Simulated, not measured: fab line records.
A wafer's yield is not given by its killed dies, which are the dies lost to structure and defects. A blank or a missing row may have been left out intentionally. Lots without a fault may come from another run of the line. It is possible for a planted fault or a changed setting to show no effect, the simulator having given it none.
Which tool was responsible? || flow nand_harc || 33 wafers from 11 lots sampled at 6 of the route's 1302 steps

## WHAT THE GAUGES READ, wafer by wafer
NHARC_P_GATE_CD_MEAS_46: target cd 720 nm.
{"lot": "L219", "measured": "day 5 21:01", "on": "cd_sem-02", "cd_nm (nm)": "719.6 718.3 721.8"}
{"lot": "L221", "measured": "day 6 22:04", "on": "cd_sem-02", "cd_nm (nm)": "719.0 719.8 717.4"}
{"lot": "L222", "measured": "day 7 00:18", "on": "cd_sem-01", "cd_nm (nm)": "721.5 719.8 717.3"}
{"lot": "L224", "measured": "day 8 03:25", "on": "cd_sem-02", "cd_nm (nm)": "715.5 718.9 718.8"}
{"lot": "L225", "measured": "day 8 06:05", "on": "cd_sem-02", "cd_nm (nm)": "- - -"}
{"lot": "L235", "measured": "day 12 15:41", "on": "cd_sem-02", "cd_nm (nm)": "721.5 719.2 719.3"}
{"lot": "L236", "measured": "day 13 08:43", "on": "cd_sem-03", "cd_nm (nm)": "725.9 720.7 719.7"}
{"lot": "L237", "measured": "day 13 20:05", "on": "cd_sem-01", "cd_nm (nm)": "723.3 720.1 721.2"}
{"lot": "L238", "measured": "day 13 23:20", "on": "cd_sem-03", "cd_nm (nm)": "717.5 719.5 716.2"}
{"lot": "L240", "measured": "day 14 15:14", "on": "cd_sem-01", "cd_nm (nm)": "718.6 718.6 719.3"}
{"lot": "L241", "measured": "day 15 05:40", "on": "cd_sem-01", "cd_nm (nm)": "719.5 723.5 722.7"}

NHARC_END_SORT_01.
{"lot": "L225", "measured": "day 26 07:14", "on": "prober-01", "killed_at_array": "86 65 85", "killed_at_other": "0 1 0", "killed_at_periphery": "591 611 592", "killed_dies": "677 677 677", "killed_open": "4 1 2", "killed_short": "4 3 5"}

## TOOL THAT RAN EACH LOT (tool first, then ch and the chambers of the sampled wafers, then the start)
{"lot": "L219", "NHARC_P_STI_CMP_21": "cmp-02 ch 0,3, day 4 01:42", "NHARC_P_GATE_ETCHBACK_37": "rie_diel-11 ch 1,2, day 5 20:52 or earlier", "NHARC_P_GATE_EXPOSE_43": "krf_scanner-01 ch 0, day 5 20:52", "NHARC_P_GATE_DESCUM_48": "rie_diel-03 ch 1,2, day 5 21:10"}
{"lot": "L221", "NHARC_P_STI_CMP_21": "cmp-03 ch 1,2,3, day 5 01:41", "NHARC_P_GATE_ETCHBACK_37": "rie_diel-03 ch 0,1,3, day 6 21:55 or earlier", "NHARC_P_GATE_EXPOSE_43": "krf_scanner-03 ch 0, day 6 21:55", "NHARC_P_GATE_DESCUM_48": "rie_diel-06 ch 0,2,3, day 6 22:14"}
{"lot": "L222", "NHARC_P_STI_CMP_21": "cmp-02 ch 0,3, day 5 06:17", "NHARC_P_GATE_ETCHBACK_37": "rie_diel-11 ch 0,1,3, day 7 00:08 or earlier", "NHARC_P_GATE_EXPOSE_43": "krf_scanner-04 ch 0, day 7 00:08", "NHARC_P_GATE_DESCUM_48": "rie_diel-03 ch 1,2, day 7 00:28"}
{"lot": "L224", "NHARC_P_STI_CMP_21": "cmp-04 ch 0,2,3, day 6 03:24", "NHARC_P_GATE_ETCHBACK_37": "rie_diel-03 ch 0,2, day 8 03:16 or earlier", "NHARC_P_GATE_EXPOSE_43": "krf_scanner-04 ch 0, day 8 03:16", "NHARC_P_GATE_DESCUM_48": "rie_diel-06 ch 0,1,3, day 8 03:35"}
{"lot": "L225", "NHARC_P_STI_CMP_21": "cmp-02 ch 0,1,2, day 6 11:34", "NHARC_P_GATE_ETCHBACK_37": "rie_diel-03 ch 0,2,3, day 8 05:56 or earlier", "NHARC_P_GATE_EXPOSE_43": "krf_scanner-03 ch 0, day 8 05:56", "NHARC_P_GATE_DESCUM_48": "rie_diel-03 ch 0,3, day 8 06:16"}
{"lot": "L235", "NHARC_P_STI_CMP_21": "cmp-03 ch 0,2,3, day 10 18:58", "NHARC_P_GATE_ETCHBACK_37": "rie_diel-11 ch 0,2,3, day 12 15:32 or earlier", "NHARC_P_GATE_EXPOSE_43": "krf_scanner-01 ch 0, day 12 15:32", "NHARC_P_GATE_DESCUM_48": "rie_diel-03 ch 1,2,3, day 12 15:52"}
{"lot": "L236", "NHARC_P_STI_CMP_21": "cmp-04 ch 0,1,3, day 11 09:06", "NHARC_P_GATE_ETCHBACK_37": "rie_diel-06 ch 0,1,3, day 13 08:34 or earlier", "NHARC_P_GATE_EXPOSE_43": "krf_scanner-01 ch 0, day 13 08:34", "NHARC_P_GATE_DESCUM_48": "rie_diel-03 ch 0,2,3, day 13 08:53"}
{"lot": "L237", "NHARC_P_STI_CMP_21": "cmp-04 ch 0,2,3, day 11 19:17", "NHARC_P_GATE_ETCHBACK_37": "rie_diel-03 ch 0,1,3, day 13 19:56 or earlier", "NHARC_P_GATE_EXPOSE_43": "krf_scanner-01 ch 0, day 13 19:56", "NHARC_P_GATE_DESCUM_48": "rie_diel-03 ch 0,2,3, day 13 20:14"}
{"lot": "L238", "NHARC_P_STI_CMP_21": "cmp-04 ch 0,2,3, day 12 03:02", "NHARC_P_GATE_ETCHBACK_37": "rie_diel-11 ch 0,1,3, day 13 23:10 or earlier", "NHARC_P_GATE_EXPOSE_43": "krf_scanner-01 ch 0, day 13 23:10", "NHARC_P_GATE_DESCUM_48": "rie_diel-11 ch 0,1,2, day 13 23:29"}
{"lot": "L240", "NHARC_P_STI_CMP_21": "cmp-02 ch 0,2,3, day 12 19:05", "NHARC_P_GATE_ETCHBACK_37": "rie_diel-03 ch 1,2,3, day 14 15:05 or earlier", "NHARC_P_GATE_EXPOSE_43": "krf_scanner-01 ch 0, day 14 15:05", "NHARC_P_GATE_DESCUM_48": "rie_diel-03 ch 0,1,3, day 14 15:24"}
{"lot": "L241", "NHARC_P_STI_CMP_21": "cmp-03 ch 2,3, day 13 07:13", "NHARC_P_GATE_ETCHBACK_37": "rie_diel-11 ch 0,1,3, day 15 05:31 or earlier", "NHARC_P_GATE_EXPOSE_43": "krf_scanner-03 ch 0, day 15 05:31", "NHARC_P_GATE_DESCUM_48": "rie_diel-11 ch 0,2,3, day 15 05:51"}
- NHARC_P_STI_CMP_21: polishes, t overpolish 20 s, target thk 380.67 nm.
- NHARC_P_GATE_ETCHBACK_37: etches the open film in CHF3/O2, target depth 34.5 nm, time 17.2 s.
- NHARC_P_GATE_EXPOSE_43: exposes mask P NSD, target cd 720 nm.
- NHARC_P_GATE_DESCUM_48: chemistry O2, time 3 s.

## AS READ BY THE TOOLS THEMSELVES (means over the sampled wafers that have a number; for cases with no such wafer, the mark the record gives instead)
NHARC_P_STI_CMP_21.
{"lot": "L219", "tool": "cmp-02", "motor_current_A (A)": 11.4, "overpolish_run_s (s)": 20.012}
{"lot": "L221", "tool": "cmp-03", "motor_current_A (A)": 10.9, "overpolish_run_s (s)": 20.004}
{"lot": "L222", "tool": "cmp-02", "motor_current_A (A)": 11.3, "overpolish_run_s (s)": 20.001}
{"lot": "L224", "tool": "cmp-04", "motor_current_A (A)": 12.3, "overpolish_run_s (s)": 20.003}
{"lot": "L225", "tool": "cmp-02", "motor_current_A (A)": 12.9, "overpolish_run_s (s)": 19.999}
{"lot": "L235", "tool": "cmp-03", "motor_current_A (A)": 11.3, "overpolish_run_s (s)": 20.002}
{"lot": "L236", "tool": "cmp-04", "motor_current_A (A)": 12.2, "overpolish_run_s (s)": 19.997}
{"lot": "L237", "tool": "cmp-04", "motor_current_A (A)": 12.5, "overpolish_run_s (s)": 19.999}
{"lot": "L238", "tool": "cmp-04", "motor_current_A (A)": 12.4, "overpolish_run_s (s)": 19.994}
{"lot": "L240", "tool": "cmp-02", "motor_current_A (A)": 12.8, "overpolish_run_s (s)": 19.993}
{"lot": "L241", "tool": "cmp-03", "motor_current_A (A)": 10.8, "overpolish_run_s (s)": 19.997}

NHARC_P_GATE_ETCHBACK_37.
{"lot": "L219", "tool": "rie_diel-11", "drypump_motor_current_A (A)": 5.4, "oes_product_au (a.u.)": 0.963, "rf_vpp_V (V)": 373.3, "showerhead_plenum_p_Torr (Torr)": 2.57, "throttle_valve_pct (%)": 20.568}
{"lot": "L221", "tool": "rie_diel-03", "drypump_motor_current_A (A)": 5.8, "oes_product_au (a.u.)": 0.929, "rf_vpp_V (V)": 371.2, "showerhead_plenum_p_Torr (Torr)": 2.45, "throttle_valve_pct (%)": 20.569}
{"lot": "L222", "tool": "rie_diel-11", "drypump_motor_current_A (A)": 5.7, "oes_product_au (a.u.)": 1.001, "rf_vpp_V (V)": 370.5, "showerhead_plenum_p_Torr (Torr)": 2.40, "throttle_valve_pct (%)": 20.574}
{"lot": "L224", "tool": "rie_diel-03", "drypump_motor_current_A (A)": 5.7, "oes_product_au (a.u.)": 0.914, "rf_vpp_V (V)": 369.6, "showerhead_plenum_p_Torr (Torr)": 2.34, "throttle_valve_pct (%)": 20.567}
{"lot": "L225", "tool": "rie_diel-03", "drypump_motor_current_A (A)": 5.8, "oes_product_au (a.u.)": 0.910, "rf_vpp_V (V)": 371.6, "showerhead_plenum_p_Torr (Torr)": 2.41, "throttle_valve_pct (%)": 20.568}
{"lot": "L235", "tool": "rie_diel-11", "drypump_motor_current_A (A)": 5.5, "oes_product_au (a.u.)": 0.944, "rf_vpp_V (V)": 371.1, "showerhead_plenum_p_Torr (Torr)": 2.41, "throttle_valve_pct (%)": 20.571}
{"lot": "L236", "tool": "rie_diel-06", "drypump_motor_current_A (A)": 5.6, "oes_product_au (a.u.)": 0.927, "rf_vpp_V (V)": 373.4, "showerhead_plenum_p_Torr (Torr)": 2.53, "throttle_valve_pct (%)": 20.571}
{"lot": "L237", "tool": "rie_diel-03", "drypump_motor_current_A (A)": 5.8, "oes_product_au (a.u.)": 0.995, "rf_vpp_V (V)": 371.3, "showerhead_plenum_p_Torr (Torr)": 2.45, "throttle_valve_pct (%)": 20.568}
{"lot": "L238", "tool": "rie_diel-11", "drypump_motor_current_A (A)": 5.7, "oes_product_au (a.u.)": 0.922, "rf_vpp_V (V)": 370.2, "showerhead_plenum_p_Torr (Torr)": 2.40, "throttle_valve_pct (%)": 20.567}
{"lot": "L240", "tool": "rie_diel-03", "drypump_motor_current_A (A)": 5.5, "oes_product_au (a.u.)": 0.916, "rf_vpp_V (V)": 372.2, "showerhead_plenum_p_Torr (Torr)": 2.46, "throttle_valve_pct (%)": 20.572}
{"lot": "L241", "tool": "rie_diel-11", "drypump_motor_current_A (A)": 5.7, "oes_product_au (a.u.)": 0.932, "rf_vpp_V (V)": 370.4, "showerhead_plenum_p_Torr (Torr)": 2.40, "throttle_valve_pct (%)": 20.579}

NHARC_P_GATE_EXPOSE_43.
{"lot": "L219", "tool": "krf_scanner-01", "exposure_dose_mJ_cm2": 14.825}
{"lot": "L221", "tool": "krf_scanner-03", "exposure_dose_mJ_cm2": 14.810}
{"lot": "L222", "tool": "krf_scanner-04", "exposure_dose_mJ_cm2": 14.802}
{"lot": "L224", "tool": "krf_scanner-04", "exposure_dose_mJ_cm2": 14.816}
{"lot": "L225", "tool": "krf_scanner-03", "exposure_dose_mJ_cm2": 14.828}
{"lot": "L235", "tool": "krf_scanner-01", "exposure_dose_mJ_cm2": 14.815}
{"lot": "L236", "tool": "krf_scanner-01", "exposure_dose_mJ_cm2": 14.789}
{"lot": "L237", "tool": "krf_scanner-01", "exposure_dose_mJ_cm2": 14.828}
{"lot": "L238", "tool": "krf_scanner-01", "exposure_dose_mJ_cm2": 14.822}
{"lot": "L240", "tool": "krf_scanner-01", "exposure_dose_mJ_cm2": 14.824}
{"lot": "L241", "tool": "krf_scanner-03", "exposure_dose_mJ_cm2": 14.800}

NHARC_P_GATE_DESCUM_48.
{"lot": "L219", "tool": "rie_diel-03", "drypump_motor_current_A (A)": 5.4, "oes_product_au (a.u.)": 0.997, "rf_vpp_V (V)": 57.7, "showerhead_plenum_p_Torr (Torr)": 1.93, "throttle_valve_pct (%)": 11.310}
{"lot": "L221", "tool": "rie_diel-06", "drypump_motor_current_A (A)": 5.4, "oes_product_au (a.u.)": 1.002, "rf_vpp_V (V)": 58.1, "showerhead_plenum_p_Torr (Torr)": 2.01, "throttle_valve_pct (%)": 11.309}
{"lot": "L222", "tool": "rie_diel-03", "drypump_motor_current_A (A)": 5.4, "oes_product_au (a.u.)": 0.990, "rf_vpp_V (V)": 57.2, "showerhead_plenum_p_Torr (Torr)": 1.90, "throttle_valve_pct (%)": 11.309}
{"lot": "L224", "tool": "rie_diel-06", "drypump_motor_current_A (A)": 5.5, "oes_product_au (a.u.)": 1.007, "rf_vpp_V (V)": 59.1, "showerhead_plenum_p_Torr (Torr)": 2.02, "throttle_valve_pct (%)": 11.315}
{"lot": "L225", "tool": "rie_diel-03", "drypump_motor_current_A (A)": 5.9, "oes_product_au (a.u.)": 0.981, "rf_vpp_V (V)": 57.4, "showerhead_plenum_p_Torr (Torr)": 1.99, "throttle_valve_pct (%)": 11.313}
{"lot": "L235", "tool": "rie_diel-03", "drypump_motor_current_A (A)": 5.5, "oes_product_au (a.u.)": 1.002, "rf_vpp_V (V)": 58.1, "showerhead_plenum_p_Torr (Torr)": 1.96, "throttle_valve_pct (%)": 11.308}
{"lot": "L236", "tool": "rie_diel-03", "drypump_motor_current_A (A)": 5.8, "oes_product_au (a.u.)": 0.993, "rf_vpp_V (V)": 57.2, "showerhead_plenum_p_Torr (Torr)": 1.92, "throttle_valve_pct (%)": 11.318}
{"lot": "L237", "tool": "rie_diel-03", "drypump_motor_current_A (A)": 5.8, "oes_product_au (a.u.)": 1.002, "rf_vpp_V (V)": 57.3, "showerhead_plenum_p_Torr (Torr)": 1.92, "throttle_valve_pct (%)": 11.315}
{"lot": "L238", "tool": "rie_diel-11", "drypump_motor_current_A (A)": 5.6, "oes_product_au (a.u.)": 0.996, "rf_vpp_V (V)": 57.7, "showerhead_plenum_p_Torr (Torr)": 1.97, "throttle_valve_pct (%)": 11.314}
{"lot": "L240", "tool": "rie_diel-03", "drypump_motor_current_A (A)": 5.8, "oes_product_au (a.u.)": 0.994, "rf_vpp_V (V)": 58.1, "showerhead_plenum_p_Torr (Torr)": 1.95, "throttle_valve_pct (%)": 11.317}
{"lot": "L241", "tool": "rie_diel-11", "drypump_motor_current_A (A)": 5.4, "oes_product_au (a.u.)": 0.995, "rf_vpp_V (V)": 58.1, "showerhead_plenum_p_Torr (Torr)": 1.92, "throttle_valve_pct (%)": 11.308}

## THE ANSWER, worked out from the rows above alone
Rule: usual is defined by the lots themselves. The widest of any qualifying gaps counts: lots, ordered by their means at a reading, are off when they make up no more than a third of the lots, leave a main group of 4 or more, and stand apart from it by 3 or more times the standard deviation of that group's means. Not used: any main group whose means are identical at the precision the tables above print for the reading. A lot without any number at a reading at which 4 lots or more have one is off too. Any other lot the step has rows for is counted as sound. Order of review: gauges by route order, followed by the tools' own readings, for which a lot's mean as printed above is used. At the first step where some lot is off, the reading lying furthest off is the one used; lots without a number count as furthest.
Off, at NHARC_P_GATE_CD_MEAS_46 on cd_nm: L225. Without a number there: L225. For the main group the mean is 719.8 nm and the standard deviation 1.5.
A tool fits if, at a process step before that reading, it ran every lot that is off, and no sound lot after the first of them. Those tools and the gauges at NHARC_P_GATE_CD_MEAS_46 are tried in the same way. With no start given for some of its lots, NHARC_P_GATE_ETCHBACK_37 uses the hours and lot order of NHARC_P_GATE_EXPOSE_43. No candidate that was tried fits.

## WHAT THE SIMULATOR HAD PUT IN
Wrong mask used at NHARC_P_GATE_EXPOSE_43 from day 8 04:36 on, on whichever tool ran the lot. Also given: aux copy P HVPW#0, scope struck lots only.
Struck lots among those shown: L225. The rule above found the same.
